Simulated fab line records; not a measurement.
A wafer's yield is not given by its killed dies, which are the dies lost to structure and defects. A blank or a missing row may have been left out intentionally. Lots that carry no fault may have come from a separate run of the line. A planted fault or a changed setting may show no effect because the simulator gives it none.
Chamber matching + flow n5_finfet + 3 sister chambers for N5_BEOL_M4_CO_CAP_55 on cvd_co-01
The step material Co, precursor CCTBA/H2, target thk 2 nm, time 102.1 s. 27 wafers are shown with their chamber, then 12 later ones without.

EACH WAFER AND ITS CHAMBER
| wafer  | chamber | heater_power_w (W) |
|--------|---------|--------------------|
| L074.2 | 2       | 188                |
| L074.4 | 1       | 223                |
| L074.5 | 0       | 234                |
| L077.2 | 2       | 188                |
| L077.3 | 0       | 232                |
| L077.6 | 0       | 234                |
| L079.1 | 0       | 228                |
| L079.4 | 1       | 226                |
| L079.6 | 0       | 234                |
| L080.2 | 2       | 185                |
| L080.3 | 0       | 236                |
| L080.6 | 1       | 225                |
| L082.1 | 1       | 232                |
| L082.2 | 2       | 188                |
| L082.4 | 2       | 184                |
| L084.1 | 2       | 190                |
| L084.5 | 2       | 188                |
| L084.6 | 1       | 227                |
| L087.2 | 0       | 227                |
| L087.5 | 2       | 192                |
| L087.6 | 1       | 232                |
| L088.1 | 2       | 188                |
| L088.2 | 0       | 236                |
| L088.6 | 1       | 233                |
| L086.1 | 1       | 228                |
| L086.3 | 2       | 192                |
| L086.4 | 1       | 236                |

SIGNATURES (averages over the wafers above)
| reading        | chamber 0 | chamber 1 | chamber 2 | scatter within a chamber |
|----------------|-----------|-----------|-----------|--------------------------|
| heater_power_w | 232.62    | 229.11    | 188.30    | 3.48                     |
Rule: for each reading, subtract the chamber's mean from the wafer's reading, divide by that reading's scatter and square the result; add these up over the readings and take the root, which gives the wafer's distance from the chamber. If the next closest chamber is less than 2 further off than the closest, the wafer can't be placed; otherwise it belongs to the closest. The scatter: the root of (the sum of the squares of (reading less its chamber's mean) over the shown wafers, divided by (wafers less chambers)).

WAFERS WHOSE CHAMBER IS MISSING
| wafer  | heater_power_w (W) |
|--------|--------------------|
| L089.1 | 235                |
| L089.3 | 188                |
| L089.5 | 227                |
| L092.1 | 232                |
| L092.2 | 232                |
| L092.6 | 190                |
| L096.1 | 237                |
| L096.2 | 194                |
| L096.5 | 231                |
| L095.2 | 235                |
| L095.3 | 191                |
| L095.5 | 235                |

THE CHAMBER EACH PASSED THROUGH
| wafer  | from the rows above     | in truth |
|--------|-------------------------|----------|
| L089.1 | can't be placed: 0 or 1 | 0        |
| L089.3 | 2                       | 2        |
| L089.5 | can't be placed: 1 or 0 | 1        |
| L092.1 | can't be placed: 0 or 1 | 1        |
| L092.2 | can't be placed: 0 or 1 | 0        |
| L092.6 | 2                       | 2        |
| L096.1 | can't be placed: 0 or 1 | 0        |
| L096.2 | 2                       | 2        |
| L096.5 | can't be placed: 0 or 1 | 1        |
| L095.2 | can't be placed: 0 or 1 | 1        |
| L095.3 | 2                       | 2        |
| L095.5 | can't be placed: 0 or 1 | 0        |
Placed correctly: 4 of 12. Can't be placed from these rows: 8 (the true chamber is among the candidates in 8). Placed wrongly: 0.
